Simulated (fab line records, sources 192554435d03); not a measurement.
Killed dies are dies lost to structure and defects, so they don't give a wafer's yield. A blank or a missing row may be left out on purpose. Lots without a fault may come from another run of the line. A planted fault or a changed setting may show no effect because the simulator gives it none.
Which tool did it? | flow n5_finfet | 21 lots, 63 wafers sampled, at 6 steps of a route of 1938

WHAT THE GAUGES READ, wafer by wafer
The record holds no reading of a measuring or inspecting step that can be judged against a usual standard deviation.

WHICH TOOL RAN EACH LOT (tool, then ch and the chambers of the sampled wafers, then the start)
lot  | N5_HKMG_FIN_DESCUM_17             | N5_HKMG_FIN_ETCH_32               | N5_HKMG_FIN_STRIP_92              | N5_HKMG_FIN_STRIP_88                | N5_HKMG_FIN_CMP_94            | N5_GATE_CUT_STRIP_59
L074 | rie_diel-03 ch 1,2, day 4 02:11   | rie_diel-03 ch 1,2, day 4 02:16   | rie_diel-03 ch 1,2, day 4 02:38   | plasma_asher-02 ch 0,1, day 4 03:56 | cmp-03 ch 1,2,3, day 4 06:59  | rie_diel-04 ch 1,2, day 4 07:34
L075 | rie_diel-01 ch 0,2,3, day 4 07:40 | rie_diel-01 ch 0,2,3, day 4 07:46 | rie_diel-01 ch 0,2,3, day 4 08:07 | plasma_asher-02 ch 0,1, day 4 09:22 | cmp-02 ch 1,3, day 4 11:51    | rie_diel-02 ch 0,1,2, day 4 12:31
L076 | rie_diel-01 ch 0,2,3, day 4 17:11 | rie_diel-01 ch 0,2,3, day 4 17:16 | rie_diel-01 ch 0,2,3, day 4 17:38 | plasma_asher-02 ch 0,1, day 4 18:44 | cmp-03 ch 2,3, day 4 21:21    | rie_diel-02 ch 1,2,3, day 4 22:02
L077 | rie_diel-01 ch 1,2,3, day 4 21:14 | rie_diel-01 ch 1,2,3, day 4 21:20 | rie_diel-01 ch 1,2,3, day 4 21:41 | plasma_asher-01 ch 0,1, day 4 22:51 | cmp-02 ch 0,1, day 5 01:49    | rie_diel-02 ch 2,3, day 5 02:27
L078 | rie_diel-05 ch 0,1, day 5 07:40   | rie_diel-05 ch 0,1, day 5 07:45   | rie_diel-05 ch 0,1, day 5 08:07   | plasma_asher-01 ch 0,1, day 5 09:21 | cmp-03 ch 0,3, day 5 12:04    | rie_diel-06 ch 0,2,3, day 5 12:41
L079 | rie_diel-05 ch 0,1,2, day 5 11:41 | rie_diel-05 ch 0,1,2, day 5 11:46 | rie_diel-05 ch 0,1,2, day 5 12:08 | plasma_asher-01 ch 0,1, day 5 13:20 | cmp-03 ch 1,3, day 5 16:09    | rie_diel-04 ch 0,3, day 5 16:49
L080 | rie_diel-05 ch 1,2,3, day 5 21:07 | rie_diel-05 ch 1,2,3, day 5 21:12 | rie_diel-05 ch 1,2,3, day 5 21:34 | plasma_asher-02 ch 0,1, day 5 22:41 | cmp-01 ch 1,2,3, day 6 01:28  | rie_diel-04 ch 1,2, day 6 02:08
L081 | rie_diel-05 ch 0,2, day 6 01:01   | rie_diel-05 ch 0,2, day 6 01:07   | rie_diel-05 ch 0,2, day 6 01:28   | plasma_asher-01 ch 0,1, day 6 02:35 | cmp-03 ch 1,2,3, day 6 05:17  | rie_diel-02 ch 0,1, day 6 06:02
L082 | rie_diel-05 ch 1,2,3, day 6 10:03 | rie_diel-05 ch 1,2,3, day 6 10:08 | rie_diel-05 ch 1,2,3, day 6 10:30 | plasma_asher-01 ch 0,1, day 6 11:40 | cmp-03 ch 1,2,3, day 6 14:16  | rie_diel-06 ch 0,2,3, day 6 14:55
L083 | rie_diel-01 ch 0,1,3, day 6 12:06 | rie_diel-01 ch 0,1,3, day 6 12:12 | rie_diel-01 ch 0,1,3, day 6 12:33 | plasma_asher-02 ch 0,1, day 6 13:41 | cmp-03 ch 1,2,3, day 6 16:22  | rie_diel-02 ch 1,2,3, day 6 17:00
L085 | rie_diel-05 ch 2,3, day 7 06:56   | rie_diel-05 ch 2,3, day 7 07:01   | rie_diel-05 ch 2,3, day 7 07:23   | plasma_asher-02 ch 0,1, day 7 08:37 | cmp-01 ch 0,1, day 7 11:06    | rie_diel-02 ch 2,3, day 7 11:46
L086 | rie_diel-01 ch 0,2,3, day 7 11:15 | rie_diel-01 ch 0,2,3, day 7 11:20 | rie_diel-01 ch 0,2,3, day 7 11:42 | plasma_asher-02 ch 0,1, day 7 12:52 | cmp-01 ch 0,2, day 7 15:29    | rie_diel-02 ch 0,2, day 7 16:08
L087 | rie_diel-03 ch 0,2, day 7 16:21   | rie_diel-03 ch 0,2, day 7 16:26   | rie_diel-03 ch 0,2, day 7 16:48   | plasma_asher-02 ch 0,1, day 7 17:56 | cmp-02 ch 0,3, day 7 20:31    | rie_diel-04 ch 0,1,3, day 7 21:10
L088 | rie_diel-03 ch 0,3, day 7 18:31   | rie_diel-03 ch 0,3, day 7 18:37   | rie_diel-03 ch 0,3, day 7 18:58   | plasma_asher-02 ch 0,1, day 7 20:13 | cmp-02 ch 0,1,2, day 7 22:44  | rie_diel-02 ch 0,2,3, day 7 23:20
L089 | rie_diel-05 ch 0,2,3, day 7 23:56 | rie_diel-05 ch 0,2,3, day 8 00:02 | rie_diel-05 ch 0,2,3, day 8 00:23 | plasma_asher-02 ch 0,1, day 8 01:36 | cmp-01 ch 0,1,3, day 8 04:29  | rie_diel-06 ch 0,1,2, day 8 05:09
L090 | rie_diel-03 ch 1,2, day 8 05:10   | rie_diel-03 ch 1,2, day 8 05:15   | rie_diel-03 ch 1,2, day 8 05:37   | plasma_asher-02 ch 0,1, day 8 07:07 | cmp-03 ch 1,2,3, day 8 09:47  | rie_diel-06 ch 1,2, day 8 10:25
L091 | rie_diel-05 ch 1,2,3, day 8 11:38 | rie_diel-05 ch 1,2,3, day 8 11:44 | rie_diel-05 ch 1,2,3, day 8 12:05 | plasma_asher-01 ch 0,1, day 8 13:19 | cmp-03 ch 1,2,3, day 8 16:06  | rie_diel-02 ch 0,1,2, day 8 16:46
L092 | rie_diel-01 ch 1,2,3, day 8 13:26 | rie_diel-01 ch 1,2,3, day 8 13:32 | rie_diel-01 ch 1,2,3, day 8 13:53 | plasma_asher-01 ch 0,1, day 8 15:04 | cmp-01 ch 0,1, day 8 17:42    | rie_diel-04 ch 1,3, day 8 18:22
L093 | rie_diel-05 ch 0,1,3, day 9 00:02 | rie_diel-05 ch 0,1,3, day 9 00:07 | rie_diel-05 ch 0,1,3, day 9 00:29 | plasma_asher-01 ch 0,1, day 9 01:38 | cmp-01 ch 1,3, day 9 04:14    | rie_diel-06 ch 0,1,3, day 9 04:53
L095 | rie_diel-03 ch 0,1,3, day 9 12:11 | rie_diel-03 ch 0,1,3, day 9 12:17 | rie_diel-03 ch 0,1,3, day 9 12:38 | plasma_asher-01 ch 0,1, day 9 13:46 | cmp-03 ch 1,3, day 9 16:21    | rie_diel-06 ch 1,2,3, day 9 17:01
L097 | rie_diel-03 ch 0,1,2, day 9 20:01 | rie_diel-03 ch 0,1,2, day 9 20:06 | rie_diel-03 ch 0,1,2, day 9 20:28 | plasma_asher-01 ch 0,1, day 9 21:43 | cmp-03 ch 0,2,3, day 10 00:22 | rie_diel-04 ch 1,2, day 10 00:58
- N5_HKMG_FIN_DESCUM_17: chemistry O2, time 7.9 s.
- N5_HKMG_FIN_ETCH_32: etches SOC in N2/H2, target depth 240 nm, time 300 s.
- N5_HKMG_FIN_STRIP_92: strips SOC in N2/H2, time 20 s.
- N5_HKMG_FIN_STRIP_88: strips in N2/H2, time 360 s.
- N5_HKMG_FIN_CMP_94: polishes, stops on SiNx, t overpolish 4.7 s, target thk 43.299 nm.
- N5_GATE_CUT_STRIP_59: strips in N2/H2, time 20 s.

WHAT THE TOOLS THEMSELVES READ (means of the sampled wafers that have a number; where no wafer has one, the mark that the record gives instead)
N5_HKMG_FIN_DESCUM_17. Usual: drypump_motor_current_A 5.8 A, standard deviation 0.49; oes_product_au 0.75 a.u., standard deviation 0.06; rf_fwd_power_W 49.48 W, standard deviation 0.2; rf_vpp_V 243.4 V, standard deviation 1.4; showerhead_plenum_p_Torr 2.11 Torr, standard deviation 0.07; throttle_valve_pct 20.38 %, standard deviation 0.2.
lot  | tool        | drypump_motor_current_A (A) | oes_product_au (a.u.) | rf_fwd_power_W (W) | rf_vpp_V (V) | showerhead_plenum_p_Torr (Torr) | throttle_valve_pct (%) | flag
L074 | rie_diel-03 | 6.0                         | 0.80                  | 49.47              | 244.5        | 2.20                            | 20.23                  |
L075 | rie_diel-01 | 5.3                         | 0.81                  | 49.40              | 244.1        | 2.20                            | 20.12                  |
L076 | rie_diel-01 | 5.3                         | 0.81                  | 49.30              | 245.5        | 2.20                            | 20.12                  |
L077 | rie_diel-01 | 5.5                         | 0.82                  | 49.50              | 244.2        | 2.15                            | 20.14                  |
L078 | rie_diel-05 | 5.5                         | 0.73                  | 49.68              | 243.2        | 2.14                            | 20.48                  |
L079 | rie_diel-05 | 5.9                         | 0.73                  | 49.57              | 243.3        | 2.11                            | 20.48                  |
L080 | rie_diel-05 | 6.0                         | 0.73                  | 49.52              | 243.5        | 2.08                            | 20.49                  |
L081 | rie_diel-05 | 5.9                         | 0.73                  | 49.59              | 243.2        | 2.12                            | 20.52                  |
L082 | rie_diel-05 | 6.0                         | 0.73                  | 49.53              | 243.1        | 2.07                            | 20.49                  |
L083 | rie_diel-01 | 5.6                         | 0.75                  | 49.35              | 244.0        | 2.12                            | 20.16                  |
L085 | rie_diel-05 | 6.0                         | 0.72                  | 49.58              | 243.6        | 2.08                            | 20.53                  |
L086 | rie_diel-01 | 5.3                         | 0.79                  | 49.49              | 245.2        | 2.19                            | 20.16                  |
L087 | rie_diel-03 | 6.5                         | 0.78                  | 49.43              | 243.9        | 2.12                            | 20.57                  |
L088 | rie_diel-03 | 6.3                         | 0.87                  | 49.58              | 242.2        | 2.04                            | 20.31                  |
L089 | rie_diel-05 | 5.6                         | 0.72                  | 49.43              | 243.4        | 2.10                            | 20.53                  |
L090 | rie_diel-03 | 6.0                         | 0.77                  | 49.51              | 244.9        | 2.19                            | 20.27                  |
L091 | rie_diel-05 | 6.0                         | 0.71                  | 49.48              | 242.8        | 2.07                            | 20.53                  |
L092 | rie_diel-01 | 5.5                         | 0.79                  | 49.43              | 243.2        | 2.14                            | 20.19                  |
L093 | rie_diel-05 | 5.5                         | 0.71                  | 49.34              | 242.9        | 2.09                            | 20.53                  |
L095 | rie_diel-03 | 6.1                         | 0.81                  | 49.43              | 242.4        | 2.09                            | 20.23                  |
L097 | rie_diel-03 | 6.2                         | 0.79                  | 49.62              | 244.1        | 2.13                            | 20.38                  |

N5_HKMG_FIN_ETCH_32. Usual: drypump_motor_current_A 5.8 A, standard deviation 0.49; oes_product_au 0.75 a.u., standard deviation 0.062; rf_fwd_power_W 838.8 W, standard deviation 2.7; rf_vpp_V 524.6 V, standard deviation 2.4; showerhead_plenum_p_Torr 2.57 Torr, standard deviation 0.084; throttle_valve_pct 17.82 %, standard deviation 0.24.
lot  | tool        | drypump_motor_current_A (A) | oes_product_au (a.u.) | rf_fwd_power_W (W) | rf_vpp_V (V) | showerhead_plenum_p_Torr (Torr) | throttle_valve_pct (%) | flag
L074 | rie_diel-03 | 6.0                         | 0.79                  | 839.5              | 527.9        | 2.67                            | 17.58                  |
L075 | rie_diel-01 | 5.3                         | 0.81                  | 838.5              | 527.4        | 2.68                            | 17.58                  |
L076 | rie_diel-01 | 5.3                         | 0.81                  | 837.5              | 527.4        | 2.68                            | 17.59                  |
L077 | rie_diel-01 | 5.5                         | 0.81                  | 843.5              | 525.1        | 2.61                            | 17.59                  |
L078 | rie_diel-05 | 5.5                         | 0.73                  | 839.3              | 525.5        | 2.59                            | 17.92                  |
L079 | rie_diel-05 | 5.9                         | 0.73                  | 837.5              | 524.3        | 2.56                            | 17.95                  |
L080 | rie_diel-05 | 6.0                         | 0.73                  | 836.8              | 523.7        | 2.53                            | 17.98                  |
L081 | rie_diel-05 | 5.9                         | 0.71                  | 841.5              | 524.2        | 2.57                            | 17.96                  |
L082 | rie_diel-05 | 5.9                         | 0.72                  | 841.4              | 523.3        | 2.53                            | 17.99                  |
L083 | rie_diel-01 | 5.6                         | 0.75                  | 837.0              | 525.7        | 2.58                            | 17.63                  |
L085 | rie_diel-05 | 6.0                         | 0.72                  | 840.6              | 523.8        | 2.53                            | 18.00                  |
L086 | rie_diel-01 | 5.3                         | 0.78                  | 838.0              | 527.3        | 2.67                            | 17.64                  |
L087 | rie_diel-03 | 6.5                         | 0.78                  | 839.1              | 524.6        | 2.58                            | 18.01                  |
L088 | rie_diel-03 | 6.3                         | 0.87                  | 836.0              | 521.5        | 2.47                            | 17.60                  |
L089 | rie_diel-05 | 5.6                         | 0.71                  | 838.0              | 524.2        | 2.56                            | 17.98                  |
L090 | rie_diel-03 | 6.0                         | 0.76                  | 838.3              | 527.2        | 2.65                            | 17.65                  |
L091 | rie_diel-05 | 5.9                         | 0.70                  | 837.2              | 524.2        | 2.52                            | 18.01                  |
L092 | rie_diel-01 | 5.5                         | 0.77                  | 839.1              | 524.6        | 2.60                            | 17.65                  |
L093 | rie_diel-05 | 5.6                         | 0.70                  | 836.3              | 524.0        | 2.55                            | 17.99                  |
L095 | rie_diel-03 | 6.1                         | 0.82                  | 835.7              | 523.8        | 2.53                            | 17.54                  |
L097 | rie_diel-03 | 6.2                         | 0.78                  | 840.3              | 525.3        | 2.59                            | 17.75                  |

N5_HKMG_FIN_STRIP_92. Usual: drypump_motor_current_A 5.8 A, standard deviation 0.49; oes_product_au 0.75 a.u., standard deviation 0.061; rf_fwd_power_W 496.9 W, standard deviation 1.7; rf_vpp_V 54.3 V, standard deviation 0.91; showerhead_plenum_p_Torr 3.39 Torr, standard deviation 0.11; throttle_valve_pct 19.0 %, standard deviation 0.35.
lot  | tool        | drypump_motor_current_A (A) | oes_product_au (a.u.) | rf_fwd_power_W (W) | rf_vpp_V (V) | showerhead_plenum_p_Torr (Torr) | throttle_valve_pct (%) | flag
L074 | rie_diel-03 | 6.0                         | 0.80                  | 496.0              | 54.5         | 3.51                            | 18.7                   |
L075 | rie_diel-01 | 5.3                         | 0.81                  | 496.0              | 53.6         | 3.53                            | 18.9                   |
L076 | rie_diel-01 | 5.3                         | 0.81                  | 497.0              | 54.3         | 3.53                            | 18.9                   |
L077 | rie_diel-01 | 5.5                         | 0.81                  | 496.8              | 54.7         | 3.45                            | 18.8                   |
L078 | rie_diel-05 | 5.5                         | 0.73                  | 497.1              | 54.3         | 3.41                            | 19.2                   |
L079 | rie_diel-05 | 5.9                         | 0.74                  | 497.6              | 54.9         | 3.38                            | 19.2                   |
L080 | rie_diel-05 | 6.0                         | 0.73                  | 497.5              | 53.4         | 3.34                            | 19.2                   |
L081 | rie_diel-05 | 5.9                         | 0.72                  | 499.0              | 54.4         | 3.39                            | 19.2                   |
L082 | rie_diel-05 | 6.0                         | 0.73                  | 496.8              | 53.7         | 3.34                            | 19.2                   |
L083 | rie_diel-01 | 5.6                         | 0.75                  | 496.0              | 54.8         | 3.41                            | 18.8                   |
L085 | rie_diel-05 | 6.0                         | 0.71                  | 497.0              | 54.6         | 3.35                            | 19.2                   |
L086 | rie_diel-01 | 5.3                         | 0.77                  | 496.0              | 55.1         | 3.52                            | 18.9                   |
L087 | rie_diel-03 | 6.5                         | 0.79                  | 498.1              | 54.4         | 3.41                            | 19.3                   |
L088 | rie_diel-03 | 6.3                         | 0.87                  | 496.6              | 54.1         | 3.26                            | 18.6                   |
L089 | rie_diel-05 | 5.6                         | 0.71                  | 495.6              | 53.5         | 3.38                            | 19.2                   |
L090 | rie_diel-03 | 6.0                         | 0.77                  | 496.5              | 54.2         | 3.49                            | 18.7                   |
L091 | rie_diel-05 | 5.9                         | 0.70                  | 497.7              | 54.6         | 3.33                            | 19.3                   |
L092 | rie_diel-01 | 5.5                         | 0.78                  | 498.7              | 55.3         | 3.43                            | 18.9                   |
L093 | rie_diel-05 | 5.6                         | 0.71                  | 497.2              | 54.5         | 3.37                            | 19.2                   |
L095 | rie_diel-03 | 6.1                         | 0.82                  | 497.9              | 54.1         | 3.34                            | 18.5                   |
L097 | rie_diel-03 | 6.2                         | 0.79                  | 497.8              | 53.8         | 3.42                            | 18.9                   |

N5_HKMG_FIN_STRIP_88. Usual: drypump_motor_current_A 5.67 A, standard deviation 0.2; heater_power_w 446 W, standard deviation 34.
lot  | tool            | drypump_motor_current_A (A) | heater_power_w (W) | flag
L074 | plasma_asher-02 | 5.88                        | 452                |
L075 | plasma_asher-02 | 5.85                        | 453                |
L076 | plasma_asher-02 | 5.74                        | 426                |
L077 | plasma_asher-01 | 5.56                        | 455                |
L078 | plasma_asher-01 | 5.55                        | 458                |
L079 | plasma_asher-01 | 5.56                        | 457                |
L080 | plasma_asher-02 | 5.75                        | 429                |
L081 | plasma_asher-01 | 5.57                        | 454                |
L082 | plasma_asher-01 | 5.55                        | 449                |
L083 | plasma_asher-02 | 5.75                        | 423                |
L085 | plasma_asher-02 | 5.85                        | 450                |
L086 | plasma_asher-02 | 5.76                        | 427                |
L087 | plasma_asher-02 | 5.76                        | 426                |
L088 | plasma_asher-02 | 5.75                        | 424                |
L089 | plasma_asher-02 | 5.85                        | 453                |
L090 | plasma_asher-02 | 5.74                        | 425                |
L091 | plasma_asher-01 | 5.57                        | 448                |
L092 | plasma_asher-01 | 5.47                        | 447                |
L093 | plasma_asher-01 | 5.49                        | 444                |
L095 | plasma_asher-01 | 5.48                        | 466                |
L097 | plasma_asher-01 | 5.57                        | 446                |

N5_HKMG_FIN_CMP_94. Usual: motor_current_A 12.0 A, standard deviation 1.1.
lot  | tool   | motor_current_A (A) | flag
L074 | cmp-03 | 12.3                |
L075 | cmp-02 | 12.4                |
L076 | cmp-03 | 11.6                |
L077 | cmp-02 | 12.7                |
L078 | cmp-03 | 12.7                |
L079 | cmp-03 | 13.1                |
L080 | cmp-01 | 11.9                |
L081 | cmp-03 | 12.1                |
L082 | cmp-03 | 12.2                |
L083 | cmp-03 | 11.8                |
L085 | cmp-01 | 10.9                |
L086 | cmp-01 | 11.3                |
L087 | cmp-02 | 12.0                |
L088 | cmp-02 | 12.3                |
L089 | cmp-01 | 11.0                |
L090 | cmp-03 | 11.8                |
L091 | cmp-03 | 12.2                |
L092 | cmp-01 | 11.7                |
L093 | cmp-01 | 11.5                |
L095 | cmp-03 | 12.2                |
L097 | cmp-03 | 12.0                |

N5_GATE_CUT_STRIP_59. Usual: drypump_motor_current_A 5.82 A, standard deviation 0.28; oes_product_au 0.77 a.u., standard deviation 0.084; rf_vpp_V 45.3 V, standard deviation 0.88; showerhead_plenum_p_Torr 3.40 Torr, standard deviation 0.1; throttle_valve_pct 12.31 %, standard deviation 0.3.
lot  | tool        | drypump_motor_current_A (A) | oes_product_au (a.u.) | rf_vpp_V (V) | showerhead_plenum_p_Torr (Torr) | throttle_valve_pct (%) | flag
L074 | rie_diel-04 | 5.98                        | 0.88                  | 44.5         | 3.28                            | 11.89                  |
L075 | rie_diel-02 | 5.79                        | 0.77                  | 45.1         | 3.34                            | 12.28                  |
L076 | rie_diel-02 | 5.61                        | 0.73                  | 44.2         | 3.37                            | 12.32                  |
L077 | rie_diel-02 | 5.41                        | 0.76                  | 44.6         | 3.34                            | 12.17                  |
L078 | rie_diel-06 | 5.95                        | 0.76                  | 43.8         | 3.42                            | 12.35                  |
L079 | rie_diel-04 | 5.72                        | 0.77                  | 45.8         | 3.47                            | 12.52                  |
L080 | rie_diel-04 | 5.97                        | 0.96                  | 45.7         | 3.41                            | 11.72                  |
L081 | rie_diel-02 | 5.97                        | 0.74                  | 45.4         | 3.35                            | 12.46                  |
L082 | rie_diel-06 | 5.94                        | 0.75                  | 45.2         | 3.42                            | 12.37                  |
L083 | rie_diel-02 | 5.61                        | 0.73                  | 45.7         | 3.36                            | 12.34                  |
L085 | rie_diel-02 | 5.43                        | 0.75                  | 44.8         | 3.33                            | 12.23                  |
L086 | rie_diel-02 | 5.58                        | 0.77                  | 45.2         | 3.30                            | 12.20                  |
L087 | rie_diel-04 | 5.88                        | 0.82                  | 46.2         | 3.48                            | 12.42                  |
L088 | rie_diel-02 | 5.67                        | 0.74                  | 45.0         | 3.36                            | 12.35                  |
L089 | rie_diel-06 | 5.87                        | 0.71                  | 45.3         | 3.47                            | 12.45                  |
L090 | rie_diel-06 | 5.91                        | 0.71                  | 46.4         | 3.47                            | 12.38                  |
L091 | rie_diel-02 | 5.79                        | 0.74                  | 44.8         | 3.32                            | 12.36                  |
L092 | rie_diel-04 | 6.01                        | 0.87                  | 45.5         | 3.50                            | 12.29                  |
L093 | rie_diel-06 | 5.99                        | 0.73                  | 44.8         | 3.40                            | 12.40                  |
L095 | rie_diel-06 | 5.97                        | 0.74                  | 45.5         | 3.41                            | 12.36                  |
L097 | rie_diel-04 | 5.96                        | 0.90                  | 45.1         | 3.40                            | 11.77                  |

THE ANSWER, worked out from the rows above alone
Rule: a lot is off if the mean of its wafers that have a number lies more than 3 standard deviations from the usual mean. A lot without any number at a reading at which 4 lots or more have one is off too. The other lots that the step has rows for count as sound. The gauges are gone through in route order, then the tools' own readings, and for those a lot's mean is taken as printed above. The first step at which some lot is off is used, and at that step the reading that is off furthest; a lot without a number counts as furthest.
No lot is off at any reading shown: from this, nothing can be told.

WHAT THE SIMULATOR HAD PUT IN
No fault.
